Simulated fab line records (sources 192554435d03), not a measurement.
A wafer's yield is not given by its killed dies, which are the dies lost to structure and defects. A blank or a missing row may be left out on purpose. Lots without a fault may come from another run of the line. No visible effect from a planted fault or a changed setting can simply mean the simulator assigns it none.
fab line records | flow n5-finfet
record: lots: 24 wafers: 72 last-day: 19
route steps=1938 shown BEOL_M1@824 BEOL_M2@841
lots untouched by any fault: they come from a run of this same line in which no faults occurred
start-h: the number of hours between the record's first day and the start of the first shown wafer of the lot | wait-h: hours from the lot's prior step to this one | " same as the row above | L1.1+2: a row that stands for several wafers | - no value, or no start given | * or withheld: withheld | < > ~ a bound
route shown NAME@n: NAME is a module with steps in the file, n the number in the route of the first one | usual: average and standard deviation across the fault-free wafers | same: alike in all rows | chamber/n: place in a boat | sites: per-site readings | _std_site: how widely they spread, as a standard deviation | _edge_site: inner sites' mean taken away from outer sites' mean | radius-mm: how far each site lies from the wafer's centre | mask NAME#n: copy n | behind: the tool/chamber that last shaped the wafer | hold: why the lot was held/for how many hours/how that ended | device: which transistor (n, p or np) failed to switch | end of line: at the end of the route, the tests of the same wafers | a step without rows: its recipe alone | killed: the dies lost at the first sort to structure and to defects; this is not the yield of the wafer | map: the dies of a wafer, with x for killed, . for not killed, _ for no die there
set.NAME: setting as actually run; set.NAME@STEP: the setting as run at that earlier step | model.NAME: the simulator's own value behind a step, which no gauge read
one table for each step of the route and one row for each wafer, over a sample of lots
services: the hour from which a tool's chamber was out of use, counted from the record's first day as start-h (under 0 if before that day), plus the number of hours and why
== steps ==
step: N5_BEOL_M1_SPUTTER_90
recipe: material: Cu target-thk-a: 45 temp-c: -20 chamber-pressure-pa: 0.07 power-w: withheld time-s: 8.29
usual: throttle-valve-pct: 30.6/0.99
columns lot.wafer tool chamber start-h wait-h throttle-valve-pct
L074.2 pvd-sputter-01 - 139.54 0.1 32.2
L074.3 " - " " 29.6
L074.6 " - " " 30.8
L075.2 pvd-sputter-03 - 146.46 0.1 28.8
L075.3 " - " " 30.3
L075.5 " - " " 28.8
L076.1 pvd-sputter-01 - 149.24 0.1 29.6
L076.4 " - " " 30.5
L076.5 " - " " 30.7
L077.3 pvd-sputter-03 - 159.66 0.1 31.3
L077.5 " - " " 30.4
L077.6 " - " " 28.9
L078.1 pvd-sputter-01 - 163.04 0.1 32.2
L078.2 " - " " 30.7
L078.3 " - " " 29.7
L079.2 pvd-sputter-03 - 173.68 0.1 30.5
L079.4 " - " " 28.9
L079.6 " - " " 31.1
L081.2 pvd-sputter-01 - 178.46 0.1 30.9
L081.3 " - " " 32.0
L081.5 " - " " 30.9
L080.1 pvd-sputter-02 - 178.78 0.1 32.5
L080.2 " - " " 30.2
L080.6 " - " " 30.2
L082.4 pvd-sputter-03 - 178.98 0.1 31.0
L082.5 " - " " 30.3
L082.6 " - " " 28.7
L083.2 pvd-sputter-02 - 190.06 0.1 32.5
L083.3 " - " " 30.2
L083.5 " - " " 31.7
L084.1 pvd-sputter-03 - 193.35 0.1 31.2
L084.4 " - " " 30.2
L084.6 " - " " 31.3
L085.2 pvd-sputter-03 - 198.68 0.1 31.2
L085.3 " - " " 28.6
L085.6 " - " " 31.2
L086.2 pvd-sputter-01 - 200.44 0.1 31.9
L086.3 " - " " 30.8
L086.4 " - " " 31.0
L088.2 pvd-sputter-01 - 216.70 0.1 32.0
L088.5 " - " " 29.4
L088.6 " - " " 32.0
L087.1 pvd-sputter-01 - 218.54 0.1 30.6
L087.2 " - " " 30.7
L087.6 " - " " 29.7
L089.2 pvd-sputter-03 - 231.03 0.1 28.9
L089.4 " - " " 31.1
L089.5 " - " " 31.3
L091.3 pvd-sputter-01 - 235.22 0.1 29.4
L091.4 " - " " 32.1
L091.6 " - " " 30.6
L090.2 pvd-sputter-03 - 238.46 0.1 31.1
L090.3 " - " " 30.7
L090.4 " - " " 30.5
L092.4 pvd-sputter-02 - 243.31 0.1 31.4
L092.5 " - " " 29.8
L092.6 " - " " 31.7
L093.1 pvd-sputter-03 - 249.75 0.1 31.1
L093.2 " - " " 28.8
L093.4 " - " " 30.4
L094.1 pvd-sputter-03 - 270.57 0.1 30.6
L094.2 " - " " 30.4
L094.3 " - " " 28.8
L095.1 pvd-sputter-02 - 274.03 0.1 29.8
L095.4 " - " " 31.5
L095.5 " - " " 32.6
L096.3 pvd-sputter-02 - 282.73 0.1 32.4
L096.5 " - " " 30.3
L096.6 " - " " 32.0
L097.1 pvd-sputter-03 - 287.43 0.1 31.5
L097.5 " - " " 30.2
L097.6 " - " " 30.6
step: N5_BEOL_M1_ANNEAL_91
recipe: temp-c: 400 time-s: 240 ambient: vacuum
usual: heater-power-w: 824/120
columns lot.wafer tool chamber start-h wait-h heater-power-w
L074.2 pvd-sputter-01 - 139.62 0.0 874
L074.3 " - " " 573
L074.6 " - " " 882
L075.2 pvd-sputter-03 - 146.54 0.0 737
L075.3 " - " " 870
L075.5 " - " " 749
L076.1 pvd-sputter-01 - 149.32 0.0 563
L076.4 " - " " 921
L076.5 " - " " 872
L077.3 pvd-sputter-03 - 159.74 0.0 956
L077.5 " - " " 857
L077.6 " - " " 746
L078.1 pvd-sputter-01 - 163.12 0.0 837
L078.2 " - " " 878
L078.3 " - " " 564
L079.2 pvd-sputter-03 - 173.76 0.0 854
L079.4 " - " " 736
L079.6 " - " " 928
L081.2 pvd-sputter-01 - 178.54 0.0 883
L081.3 " - " " 836
L081.5 " - " " 903
L080.1 pvd-sputter-02 - 178.86 0.0 784
L080.2 " - " " 893
L080.6 " - " " 929
L082.4 pvd-sputter-03 - 179.06 0.0 923
L082.5 " - " " 845
L082.6 " - " " 738
L083.2 pvd-sputter-02 - 190.14 0.0 823
L083.3 " - " " 1027
L083.5 " - " " 841
L084.1 pvd-sputter-03 - 193.43 0.0 939
L084.4 " - " " 830
L084.6 " - " " 961
L085.2 pvd-sputter-03 - 198.76 0.0 948
L085.3 " - " " 752
L085.6 " - " " 987
L086.2 pvd-sputter-01 - 200.52 0.0 851
L086.3 " - " " 900
L086.4 " - " " 899
L088.2 pvd-sputter-01 - 216.78 0.0 846
L088.5 " - " " 554
L088.6 " - " " 859
L087.1 pvd-sputter-01 - 218.62 0.0 863
L087.2 " - " " 890
L087.6 " - " " 552
L089.2 pvd-sputter-03 - 231.11 0.0 758
L089.4 " - " " 967
L089.5 " - " " 930
L091.3 pvd-sputter-01 - 235.30 0.0 558
L091.4 " - " " 855
L091.6 " - " " 874
L090.2 pvd-sputter-03 - 238.54 0.0 936
L090.3 " - " " 747
L090.4 " - " " 841
L092.4 pvd-sputter-02 - 243.39 0.0 846
L092.5 " - " " 1036
L092.6 " - " " 831
L093.1 pvd-sputter-03 - 249.83 0.0 939
L093.2 " - " " 754
L093.4 " - " " 841
L094.1 pvd-sputter-03 - 270.65 0.0 744
L094.2 " - " " 830
L094.3 " - " " 746
L095.1 pvd-sputter-02 - 274.11 0.0 1029
L095.4 " - " " 847
L095.5 " - " " 821
L096.3 pvd-sputter-02 - 282.81 0.0 814
L096.5 " - " " 900
L096.6 " - " " 814
L097.1 pvd-sputter-03 - 287.51 0.0 940
L097.5 " - " " 834
L097.6 " - " " 757
step: N5_BEOL_M1_THK_MEAS_53
recipe: thk-meas-gauge: xrf reads: Cu_of_BEOL_M1_ECD_50
usual: M1_THK: 39.1/1.7
columns lot.wafer tool chamber start-h wait-h M1_THK[nm]
L074.2 film-metro-01 - 140.99 - 38.7
L074.3 " - " " 39.2
L074.6 " - " " 39.7
L075.2 film-metro-02 - 148.00 - 40.9
L075.3 " - " " 41.2
L075.5 " - " " 41.9
L076.1 film-metro-01 - 150.68 - 39.5
L076.4 " - " " 41.6
L076.5 " - " " 40.5
L077.3 film-metro-01 - 161.11 - 37.7
L077.5 " - " " 40.9
L077.6 " - " " 40.2
L078.1 film-metro-01 - 164.85 - 38.4
L078.2 " - " " 37.1
L078.3 " - " " 35.8
L079.2 film-metro-02 - 175.13 - 36.8
L079.4 " - " " 40.2
L079.6 " - " " 38.6
L081.2 film-metro-02 - 184.56 - 38.0
L081.3 " - " " 36.8
L081.5 " - " " 38.7
L080.1 film-metro-02 - 184.83 - 37.5
L080.2 " - " " 39.7
L080.6 " - " " 39.6
L082.4 film-metro-01 - 185.29 - 42.6
L082.5 " - " " 39.6
L082.6 " - " " 41.6
L083.2 film-metro-02 - 193.43 - 38.6
L083.3 " - " " 38.7
L083.5 " - " " 40.5
L084.1 film-metro-02 - 196.12 - 36.7
L084.4 " - " " 40.4
L084.6 " - " " 39.8
L085.2 film-metro-02 - 201.22 - 38.7
L085.3 " - " " 38.6
L085.6 " - " " 38.9
L086.2 film-metro-02 - 202.03 - 38.9
L086.3 " - " " 38.1
L086.4 " - " " 38.4
L088.2 film-metro-02 - 219.24 - 40.6
L088.5 " - " " 42.2
L088.6 " - " " 39.7
L087.1 film-metro-01 - 220.00 - 37.0
L087.2 " - " " 37.9
L087.6 " - " " 37.2
L089.2 film-metro-01 - 235.06 - 38.7
L089.4 " - " " 38.7
L089.5 " - " " 39.0
L091.3 film-metro-01 - 240.15 - 36.5
L091.4 " - " " 37.3
L091.6 " - " " 37.8
L090.2 film-metro-02 - 245.22 - 40.8
L090.3 " - " " 40.1
L090.4 " - " " 41.1
L092.4 film-metro-01 - 248.32 - 38.3
L092.5 " - " " 40.8
L092.6 " - " " 40.2
L093.1 film-metro-01 - 253.59 - 35.7
L093.2 " - " " 36.7
L093.4 " - " " 38.3
L094.1 film-metro-02 - 272.01 - 40.2
L094.2 " - " " 37.5
L094.3 " - " " 39.0
L095.1 film-metro-01 - 275.52 - 39.3
L095.4 " - " " 39.5
L095.5 " - " " 41.4
L096.3 film-metro-01 - 284.18 - 40.0
L096.5 " - " " 42.2
L096.6 " - " " 41.4
L097.1 film-metro-01 - 288.88 - 37.6
L097.5 " - " " 39.7
L097.6 " - " " 39.1
step: N5_BEOL_M2_ILD_DEP_00
recipe: material: SiOC target-thk-a: 790 temp-c: 350 precursor: DEMS/O2 pressure-torr: 5 rf-w: 500 time-s: 15.3
usual: heater-power-w: 443/48 showerhead-plenum-p-Torr: 5.698/0.012 throttle-valve-pct: 12.0/0.58
columns lot.wafer tool chamber start-h wait-h heater-power-w showerhead-plenum-p-Torr throttle-valve-pct
L074.2 pecvd-03 0 141.31 0.0 476 5.705 12.6
L074.3 " 2 " " 376 5.695 12.1
L074.6 " 1 " " 447 5.700 11.9
L075.2 pecvd-03 0 148.38 0.0 568 5.694 12.8
L075.3 " 2 " " 433 5.713 12.0
L075.5 " 2 " " 428 5.696 11.9
L076.1 pecvd-04 0 151.06 0.0 403 5.675 12.2
L076.4 " 0 " " 420 5.684 12.1
L076.5 " 2 " " 464 5.704 11.7
L077.3 pecvd-04 2 161.43 0.0 476 5.695 11.6
L077.5 " 2 " " 465 5.703 11.9
L077.6 " 1 " " 480 5.716 12.4
L078.1 pecvd-03 1 165.17 0.0 479 5.708 11.8
L078.2 " 0 " " 554 5.697 12.8
L078.3 " 2 " " 401 5.705 11.9
L079.2 pecvd-01 2 175.46 0.0 367 5.695 11.1
L079.4 " 1 " " 392 5.690 12.3
L079.6 " 2 " " 366 5.702 11.0
L081.2 pecvd-01 1 184.89 0.0 480 5.690 12.4
L081.3 " 0 " " 424 5.694 11.3
L081.5 " 1 " " 465 5.699 12.5
L080.1 pecvd-03 2 185.16 0.0 386 5.701 12.0
L080.2 " 0 " " 466 5.704 13.1
L080.6 " 2 " " 388 5.713 11.9
L082.4 pecvd-03 0 185.62 0.1 572 5.703 13.0
L082.5 " 1 " " 440 5.720 11.7
L082.6 " 2 " " 467 5.680 11.7
L083.2 pecvd-04 2 193.75 0.0 395 5.704 12.0
L083.3 " 2 " " 408 5.699 12.0
L083.5 " 0 " " 416 5.685 11.9
L084.1 pecvd-04 0 196.45 0.0 412 5.670 11.9
L084.4 " 2 " " 456 5.705 12.1
L084.6 " 1 " " 482 5.702 12.7
L085.2 pecvd-03 2 201.54 0.0 416 5.694 11.6
L085.3 " 1 " " 479 5.695 11.5
L085.6 " 0 " " 509 5.711 13.0
L086.2 pecvd-01 2 202.35 0.0 371 5.709 11.0
L086.3 " 1 " " 434 5.703 12.3
L086.4 " 1 " " 443 5.693 12.5
L088.2 pecvd-04 0 219.56 0.0 411 5.679 11.8
L088.5 " 2 " " 443 5.710 12.0
L088.6 " 1 " " 485 5.716 12.5
L087.1 pecvd-01 1 220.32 0.0 484 5.687 12.4
L087.2 " 0 " " 421 5.693 11.3
L087.6 " 1 " " 483 5.698 12.2
L089.2 pecvd-03 2 235.39 0.0 423 5.695 10.8
L089.4 " 1 " " 412 5.709 11.8
L089.5 " 2 " " 429 5.694 10.7
L091.3 pecvd-04 2 240.48 0.0 386 5.706 12.0
L091.4 " 0 " " 410 5.668 12.0
L091.6 " 2 " " 383 5.696 11.6
L090.2 pecvd-04 1 245.55 0.0 451 5.706 12.1
L090.3 " 0 " " 370 5.668 12.0
L090.4 " 1 " " 460 5.714 12.2
L092.4 pecvd-04 0 248.66 0.1 400 5.666 11.9
L092.5 " 1 " " 456 5.692 12.5
L092.6 " 2 " " 452 5.693 11.6
L093.1 pecvd-04 2 253.91 0.0 448 5.705 12.0
L093.2 " 0 " " 369 5.675 11.9
L093.4 " 0 " " 380 5.685 11.7
L094.1 pecvd-01 1 272.34 0.0 488 5.703 12.1
L094.2 " 0 " " 456 5.695 11.5
L094.3 " 2 " " 417 5.701 11.0
L095.1 pecvd-03 0 275.85 0.0 498 5.715 13.2
L095.4 " 0 " " 512 5.706 13.2
L095.5 " 2 " " 420 5.702 10.6
L096.3 pecvd-01 1 284.50 0.0 414 5.690 12.2
L096.5 " 2 " " 420 5.691 11.1
L096.6 " 1 " " 414 5.696 12.2
L097.1 pecvd-03 1 289.20 0.0 467 5.700 12.1
L097.5 " 0 " " 593 5.704 13.0
L097.6 " 2 " " 395 5.706 10.8
step: N5_BEOL_M2_INSPECT_13
recipe: mode: adi inspect-instrument: brightfield
usual: raw-defect-count: 393/86
columns lot.wafer tool chamber start-h wait-h raw-defect-count
L074.2 defect-inspect-02 - 142.41 0.1 431
L074.3 " - " " 360
L074.6 " - " " 375
L075.2 defect-inspect-01 - 151.05 0.0 403
L075.3 " - " " 546
L075.5 " - " " 362
L076.1 defect-inspect-01 - 151.70 0.1 312
L076.4 " - " " 433
L076.5 " - " " 386
L077.3 defect-inspect-01 - 162.07 0.0 372
L077.5 " - " " 341
L077.6 " - " " 341
L078.1 defect-inspect-01 - 166.68 0.1 529
L078.2 " - " " 485
L078.3 " - " " 381
L079.2 defect-inspect-02 - 177.04 0.0 492
L079.4 " - " " 435
L079.6 " - " " 328
L081.2 defect-inspect-02 - 186.73 0.0 261
L081.3 " - " " 394
L081.5 " - " " 276
L080.1 defect-inspect-01 - 186.90 0.1 434
L080.2 " - " " 260
L080.6 " - " " 336
L082.4 defect-inspect-01 - 187.07 0.0 366
L082.5 " - " " 394
L082.6 " - " " 485
L083.2 defect-inspect-01 - 194.93 0.0 262
L083.3 " - " " 443
L083.5 " - " " 453
L084.1 defect-inspect-01 - 197.10 0.1 397
L084.4 " - " " 552
L084.6 " - " " 564
L085.2 defect-inspect-02 - 202.93 0.0 324
L085.3 " - " " 455
L085.6 " - " " 278
L086.2 defect-inspect-02 - 203.51 0.0 289
L086.3 " - " " 335
L086.4 " - " " 312
L088.2 defect-inspect-02 - 221.31 0.0 276
L088.5 " - " " 318
L088.6 " - " " 303
L087.1 defect-inspect-01 - 226.16 0.1 380
L087.2 " - " " 354
L087.6 " - " " 300
L089.2 defect-inspect-01 - 237.09 0.0 301
L089.4 " - " " 447
L089.5 " - " " 343
L091.3 defect-inspect-02 - 241.76 0.0 406
L091.4 " - " " 530
L091.6 " - " " 444
L090.2 defect-inspect-02 - 248.21 0.0 562
L090.3 " - " " 567
L090.4 " - " " 542
L092.4 defect-inspect-01 - 250.35 0.0 353
L092.5 " - " " 497
L092.6 " - " " 444
L093.1 defect-inspect-02 - 255.19 0.1 388
L093.2 " - " " 327
L093.4 " - " " 379
L094.1 defect-inspect-01 - 275.71 0.1 437
L094.2 " - " " 364
L094.3 " - " " 524
L095.1 defect-inspect-02 - 277.27 0.1 393
L095.4 " - " " 430
L095.5 " - " " 394
L096.3 defect-inspect-02 - 285.88 0.0 418
L096.5 " - " " 425
L096.6 " - " " 394
L097.1 defect-inspect-02 - 291.74 0.1 302
L097.5 " - " " 274
L097.6 " - " " 303
step: N5_BEOL_M2_HM_OPEN_17
recipe: chemistry: Cl2/BCl3 target-depth-a: 200 overetch-a: 60 target: TiN mask-material: SOC ion-energy-ev: 150 pressure-mtorr: 10 icp-w: 1000 bias-w: 126 Cl2_flow_sccm: 53.25 bcl3-flow-sccm: 21.75 Ar_flow_sccm: 25
usual: bias-w: 126.1/0.36 drypump-motor-current-A: 5.7/0.46 mfc-ar-sccm: 24.99/0.079 oes_ar_750_au: 0.81/0.1 oes-product-au: 0.69/0.084 throttle-valve-pct: 22.05/0.22
columns lot.wafer tool chamber start-h wait-h bias-w drypump-motor-current-A mfc-ar-sccm oes_ar_750_au oes-product-au rf-hours-counter-h throttle-valve-pct
L074.2 rie-metal-02 1 142.83 0.0 125.9 5.7 24.94 0.80 0.67 36 21.78
L074.3 " 1 " " 126.0 5.7 24.88 0.80 0.66 - 21.80
L074.6 " 1 " " 125.6 5.8 25.06 0.80 0.67 - 21.77
L075.2 rie-metal-03 0 151.33 0.0 125.7 6.4 25.06 0.80 0.72 21 22.23
L075.3 " 1 " " 126.4 5.4 25.09 0.91 0.77 - 21.89
L075.5 " 1 " " 126.1 5.5 25.03 0.91 0.76 - 21.90
L076.1 rie-metal-03 0 151.99 0.0 126.7 6.4 24.96 0.81 0.72 21 22.24
L076.4 " 1 " " 127.0 5.5 24.95 0.92 0.76 - 21.90
L076.5 " 1 " " 126.6 5.5 24.97 0.92 0.76 - 21.91
L077.3 rie-metal-02 0 162.39 0.1 125.2 5.4 24.97 0.85 0.74 - 22.15
L077.5 " 0 " " 126.0 5.4 25.03 0.86 0.73 - 22.15
L077.6 " 1 " " 126.0 5.7 25.09 0.79 0.66 - 21.78
L078.1 rie-metal-02 1 166.97 0.0 126.0 5.7 25.07 0.78 0.67 39 21.77
L078.2 " 0 " " 125.8 5.4 25.08 0.86 0.74 13 22.13
L078.3 " 0 " " 125.7 5.5 24.90 0.85 0.73 - 22.13
L079.2 rie-metal-03 1 177.33 0.0 125.7 5.5 25.01 0.91 0.76 13 21.89
L079.4 " 0 " " 126.3 6.4 24.90 0.80 0.70 - 22.22
L079.6 " 1 " " 126.4 5.5 25.01 0.90 0.75 - 21.88
L081.2 rie-metal-02 0 187.01 0.0 126.5 5.5 24.94 0.84 0.72 15 22.14
L081.3 " 1 " " 126.3 5.7 24.90 0.79 0.67 - 21.78
L081.5 " 0 " " 126.0 5.4 24.86 0.85 0.72 - 22.15
L080.1 rie-metal-03 0 187.18 0.0 126.7 6.4 24.94 0.79 0.71 24 22.21
L080.2 " 1 " " 126.4 5.5 25.10 0.90 0.76 14 21.88
L080.6 " 1 " " 125.6 5.5 25.05 0.89 0.76 - 21.90
L082.4 rie-metal-01 0 187.38 0.1 125.8 6.1 24.91 0.64 0.53 - 22.28
L082.5 " 0 " " 126.1 6.1 24.90 0.64 0.53 - 22.28
L082.6 " 1 " " 126.1 4.9 24.95 0.65 0.54 - 22.39
L083.2 rie-metal-02 1 195.29 0.0 125.9 5.7 24.96 0.78 0.66 42 21.79
L083.3 " 0 " " 126.2 5.4 25.02 0.84 0.72 - 22.18
L083.5 " 0 " " 126.2 5.4 25.01 0.84 0.72 - 22.14
L084.1 rie-metal-03 0 197.38 0.0 125.8 6.4 25.17 0.79 0.71 25 22.22
L084.4 " 0 " " 126.2 6.4 24.97 0.79 0.70 - 22.23
L084.6 " 0 " " 125.6 6.4 25.00 0.78 0.71 - 22.22
L085.2 rie-metal-01 0 203.38 0.0 126.3 6.1 25.05 0.64 0.53 116 22.26
L085.3 " 1 " " 126.6 4.9 25.07 0.64 0.53 - 22.39
L085.6 " 1 " " 127.1 4.9 24.92 0.64 0.52 - 22.39
L086.2 rie-metal-02 1 203.79 0.0 126.0 5.7 25.14 0.78 0.66 42 21.79
L086.3 " 0 " " 125.5 5.5 24.93 0.84 0.73 - 22.15
L086.4 " 1 " " 126.1 5.7 25.04 0.78 0.66 - 21.79
L088.2 rie-metal-02 0 221.59 0.0 126.0 5.4 24.99 0.84 0.73 17 22.14
L088.5 " 0 " " 125.9 5.4 24.99 0.84 0.73 - 22.14
L088.6 " 1 " " 125.9 5.7 24.86 0.78 0.66 - 21.77
L087.1 rie-metal-03 0 226.46 0.0 125.6 6.4 25.15 0.79 0.70 26 22.21
L087.2 " 1 " " 126.2 5.5 24.96 0.89 0.75 16 21.90
L087.6 " 1 " " 126.7 5.5 24.79 0.88 0.75 - 21.89
L089.2 rie-metal-02 0 237.37 0.0 125.9 5.4 24.97 0.83 0.71 18 22.17
L089.4 " 0 " " 125.6 5.4 24.81 0.83 0.72 - 22.16
L089.5 " 0 " " 125.9 5.4 24.95 0.84 0.72 - 22.17
L091.3 rie-metal-03 0 242.32 0.1 126.1 6.4 25.12 0.78 0.69 - 22.23
L091.4 " 1 " " 126.8 5.5 25.09 0.88 0.74 - 21.91
L091.6 " 1 " " 125.7 5.5 25.05 0.88 0.74 - 21.91
L090.2 rie-metal-01 0 248.50 0.0 125.9 6.1 24.93 0.63 0.53 119 22.29
L090.3 " 1 " " 125.7 4.9 24.94 0.64 0.53 - 22.40
L090.4 " 0 " " 126.1 6.1 25.03 0.63 0.52 - 22.29
L092.4 rie-metal-03 1 250.77 0.1 126.2 5.5 24.90 0.88 0.72 - 21.92
L092.5 " 0 " " 126.1 6.4 24.99 0.78 0.69 - 22.26
L092.6 " 1 " " 126.2 5.5 24.79 0.87 0.73 - 21.91
L093.1 rie-metal-03 0 255.48 0.0 125.5 6.4 25.08 0.77 0.70 29 22.23
L093.2 " 1 " " 126.4 5.5 25.03 0.87 0.74 19 21.89
L093.4 " 1 " " 126.0 5.5 25.07 0.88 0.74 - 21.90
L094.1 rie-metal-01 1 276.00 0.0 125.8 4.9 24.98 0.63 0.53 124 22.41
L094.2 " 1 " " 125.8 4.9 24.98 0.63 0.52 - 22.42
L094.3 " 1 " " 125.9 5.0 25.02 0.63 0.52 - 22.41
L095.1 rie-metal-01 0 277.55 0.0 125.9 6.1 24.89 1.03 0.84 0 21.71
L095.4 " 0 " " 126.4 6.1 24.91 1.03 0.84 - 21.71
L095.5 " 0 " " 125.6 6.1 24.92 1.02 0.84 - 21.72
L096.3 rie-metal-02 1 286.19 0.1 126.3 5.7 24.94 0.77 0.65 - 21.79
L096.5 " 1 " " 126.0 5.8 24.92 0.77 0.65 - 21.78
L096.6 " 0 " " 126.2 5.4 24.93 0.82 0.70 - 22.15
L097.1 rie-metal-01 0 292.03 0.0 125.9 6.1 25.05 0.98 0.81 1 21.72
L097.5 " 1 " " 126.0 4.9 24.98 1.00 0.83 - 21.91
L097.6 " 0 " " 126.1 6.1 24.92 0.98 0.80 - 21.72
== services ==
columns tool chamber start-h hours kind
rie-metal-03 - 119.08 2.8 pm
pecvd-04 0 157.67 2.1 scheduled-down
pecvd-01 0 166.14 7.5 repair
pvd-sputter-03 - 168.35 2.5 repair
pecvd-03 2 172.77 6.1 repair
pecvd-01 - 175.72 2.8 pm
pecvd-03 2 178.89 2.1 scheduled-down
pecvd-04 1 192.15 2.1 scheduled-down
pecvd-03 2 202.38 - clean
pecvd-03 2 202.38 - consumable-replace:showerhead
pecvd-03 2 202.38 29.0 scheduled-down
pecvd-03 2 202.38 29.0 vent-cycle
pecvd-01 - 216.05 2.1 repair
pecvd-01 2 222.84 2.1 scheduled-down
pecvd-01 - 227.20 4.2 repair
rie-metal-01 - 238.53 0.7 repair
pvd-sputter-03 - 256.81 10.5 repair
rie-metal-01 0 257.63 - clean
rie-metal-01 0 257.63 19.7 scheduled-down
rie-metal-01 0 257.63 19.7 vent-cycle
rie-metal-01 1 277.35 - clean
rie-metal-01 1 277.35 10.3 scheduled-down
rie-metal-01 1 277.35 10.3 vent-cycle
pecvd-04 - 289.15 1.3 repair
== key ==
fault none
